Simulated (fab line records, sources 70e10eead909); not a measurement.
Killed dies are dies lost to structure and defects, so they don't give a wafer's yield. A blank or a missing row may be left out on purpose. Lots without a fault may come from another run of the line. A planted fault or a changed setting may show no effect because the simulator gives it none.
Problem report in the 8D (eight disciplines) form, filled by code | flow nand_harc | the parts of the form that need people (team, actions taken, sign-off) are left out

1. THE PROBLEM
raw_defect_count at NHARC_P_ZERO_WELL_INSPECT_43 reads a mean of 1372 on 1 wafer of 1 lot; wafers without a fault read 13 with a standard deviation of 6.5. That is +99 or more standard deviations from the usual mean.
First seen on wafer L951.6, day 8 09:38, on defect_inspect-02. The record holds 39 wafers of 13 lots with a number at this step. Rule for "out", or "out of limits": more than 4 standard deviations from the usual mean. The other wafers with a number count as sound.

2. WHAT IT IS AND WHAT IT IS NOT
question                    | is                | is not
which readings at this step | raw_defect_count  | -
which lots                  | L951              | L936, L937, L939, L940, L941, L942, L943, L944, L946, L957, L958, L959
which wafers of those lots  | L951.6            | L951.4, L951.5
read on which gauges        | defect_inspect-02 | defect_inspect-01
when                        | from day 8 09:38  | up to then (29 sound wafers); but 9 sound wafers of L957, L958, L959 came after

3. SUSPECTS, AND WHAT RULES EACH OUT
Counting: a tool at a process step up to the reading stays a suspect if it ran every lot that is out. Sound lots after the first of them don't rule it out here, since some wafers of a struck lot are sound.
- the gauge at NHARC_P_ZERO_WELL_INSPECT_43: ruled out. All the wafers that are out were read on defect_inspect-02, but those of them that NHARC_END_SORT_01 has rows for are out there too, on other tools.
- wet_bench-06 at NHARC_P_ZERO_WELL_STRIP_28 (strips in SPM, time 840 s): kept. It ran the lot that is out, L951 (day 8 05:30); its last sound lot up to then is L943 (day 4 21:34).
- rtp_anneal-01 at NHARC_P_ZERO_WELL_RTA_42 (time 300 s): kept. It ran the lot that is out, L951 (day 8 09:16); its last sound lot up to then is L946 (day 6 07:12).
- Within wet_bench-06 at NHARC_P_ZERO_WELL_STRIP_28: the wafers that are out ran in chamber 6; their sound lot-mates ran in chambers 2, 3.
Left after counting: wet_bench-06 at NHARC_P_ZERO_WELL_STRIP_28, rtp_anneal-01 at NHARC_P_ZERO_WELL_RTA_42.

4. THE CAUSE (what the simulator had put in)
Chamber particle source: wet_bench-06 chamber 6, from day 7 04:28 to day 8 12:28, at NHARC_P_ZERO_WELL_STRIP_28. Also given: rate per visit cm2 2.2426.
Counting left 2 suspects, and this tool is among them.

5. THE CHAIN OF EFFECTS, in route order
Each row: a reading whose mean over the struck wafers that have a number lies more than 3 standard deviations from the usual. Only readings for which the record gives a usual standard deviation are gone through. hours: the time from each lot's start at the first step in this table that gives one to its start at this step, as a median over the lots. sigmas: the change in usual standard deviations.
hours | step                         | reading             | usual | on struck wafers | change | sigmas
0     | NHARC_P_ZERO_WELL_INSPECT_43 | raw_defect_count    | 13    | 1372             | +1359  | +99 or more
562   | NHARC_END_SORT_01            | killed_at_periphery | 4.4   | 109.0            | +104.6 | +36
562   | NHARC_END_SORT_01            | killed_dies         | 59    | 153              | +94    | +5.2
Later measuring or inspecting steps at which every struck wafer that the step has a row for has a number for every such reading, and none has moved that far: NHARC_P_STI_CD_MEAS_09.

6. WHAT WOULD HAVE CAUGHT IT SOONER
In this record the first reading out of limits at a measuring or inspecting step was taken at day 8 09:38, 29 hours after the fault began at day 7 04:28.
Of the tool readings at NHARC_P_ZERO_WELL_STRIP_28 for which the record gives a usual standard deviation, none was out on any struck wafer, so an alarm limit of 4 standard deviations on them would not have fired.
All the lots that are out (1) had begun NHARC_P_ZERO_WELL_STRIP_28 on wet_bench-06 by day 8 09:38. A hold on the tool at that time would have spared none of them.
